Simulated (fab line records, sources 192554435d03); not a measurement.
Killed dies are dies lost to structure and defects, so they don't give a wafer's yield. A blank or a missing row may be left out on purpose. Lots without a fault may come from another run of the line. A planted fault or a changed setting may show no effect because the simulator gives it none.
Split-lot experiment | flow n5_finfet | 7 lots, 21 wafers read, on a route of 1938 steps

THE SPLIT
At N5_BEOL_M4_COAT_73 (time 60 s, resist thk 5 nm), the setting spin_rpm was moved away from the recipe's 1500 rpm on 6 of the 21 wafers read, by -8.8% to +11.0%. The other wafers ran this setting at the recipe's value.

FROM THE SPLIT TO THE READING: what the file shows between them, 7 steps
- N5_BEOL_M4_COAT_05: resist thk 30 nm (also split here: spin_rpm)
- N5_BEOL_M4_EBR_07
- N5_BEOL_M4_SOFTBAKE_06: time 60 s
- N5_BEOL_M4_EXPOSE_08: exposes mask M4
- N5_BEOL_M4_PEB_09: peb time 60 s
- N5_BEOL_M4_DEVELOP_10: develop time 30 s
- N5_BEOL_M4_DESCUM_16: chemistry O2, time 7 s

THE READING
etch.depth_nm (the simulator's own value, which no gauge read), in nm, at N5_BEOL_M4_ETCH_74 (etches underlayer in N2/H2, target depth 6.5 nm, time 5.2 s). The file gives no usual value for it. The 15 wafers here that ran the recipe average 5.005 nm, standard deviation 0.012 nm.

wafer  | tool, chamber at the split | spin_rpm as run, rpm | against the recipe | etch.depth_nm, nm | against lot-mates on the recipe
L076.2 | litho_track-02, 0          | 1500                 | recipe             | 5.006             | -
L076.4 | litho_track-02, 0          | 1500                 | recipe             | 5.008             | -
L076.5 | litho_track-02, 0          | 1500                 | recipe             | 5.017             | -
L086.1 | litho_track-02, 0          | 1447                 | -3.5%              | 5.12              | +0.102
L086.5 | litho_track-02, 0          | 1500                 | recipe             | 5.018             | -
L086.6 | litho_track-02, 0          | 1447                 | -3.5%              | 5.115             | +0.097
L085.1 | litho_track-05, 0          | 1500                 | recipe             | 4.998             | -
L085.2 | litho_track-05, 0          | 1500                 | recipe             | 5.009             | -
L085.4 | litho_track-05, 0          | 1500                 | recipe             | 4.997             | -
L087.1 | litho_track-03, 0          | 1455                 | -3.0%              | 5.081             | +0.086
L087.4 | litho_track-03, 0          | 1500                 | recipe             | 4.999             | -
L087.6 | litho_track-03, 0          | 1500                 | recipe             | 4.992             | -
L091.2 | litho_track-03, 0          | 1500                 | recipe             | 5.003             | -
L091.3 | litho_track-03, 0          | 1378                 | -8.1%              | 5.207             | +0.212
L091.4 | litho_track-03, 0          | 1500                 | recipe             | 4.986             | -
L095.1 | litho_track-05, 0          | 1500                 | recipe             | 5.024             | -
L095.3 | litho_track-05, 0          | 1665                 | +11.0%             | 4.756             | -0.270
L095.4 | litho_track-05, 0          | 1500                 | recipe             | 5.028             | -
L096.2 | litho_track-03, 0          | 1500                 | recipe             | 4.999             | -
L096.3 | litho_track-03, 0          | 1368                 | -8.8%              | 5.238             | +0.240
L096.5 | litho_track-03, 0          | 1500                 | recipe             | 4.997             | -

THE FIT
A straight line over all 21 wafers: etch.depth_nm changes by -0.0247 nm for each +1% of spin_rpm; r = -0.99; the points scatter about the line by 0.014 nm.
The same after taking each lot's own level away (the mean of its wafers on the recipe; 21 wafers): -0.0259 nm for each +1%; r = -1.00; scatter 0.0064 nm.
On that fit, the largest move of spin_rpm shifts the reading by 0.28 nm.
The lots' own levels span 4.9945 to 5.0260 nm, that is 2.7 times the standard deviation above.
So the lot-to-lot level changes the slope little: the two slopes agree.
Check: with one of the wafers moved furthest among these (+11.0%) left out of the fit, the line predicts -0.296 nm for it against its lot-mates. It came out at -0.27 nm against them.

OTHER SPLITS ON THESE WAFERS
These wafers also went through other splits before the reading. Each is held against what the fit with the lots' levels taken away leaves over:
other split on the same wafers    | wafers away from the commonest value | r with etch.depth_nm (lot level and that fit taken away)
N5_BEOL_M0_SAQP_DESCUM_45 time_s  | 10                                   | +0.18
N5_BEOL_M1_HM_DEP_02 target_thk_a | 3                                    | -0.26
N5_BEOL_M1_EXPOSE_08 dose_mj      | 10                                   | +0.07
N5_BEOL_M1_ETCH_64 bias_w         | 10                                   | +0.42
N5_BEOL_M2_DESCUM_33 time_s       | 3                                    | -0.09
N5_BEOL_M3_ETCH_64 time_s         | 6                                    | -0.05
N5_BEOL_M4_COAT_05 spin_rpm       | 4                                    | -0.14

THE FILE'S OWN FIT
etch.depth_nm changes by -0.0259 nm for each +1% of spin_rpm, r = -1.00.
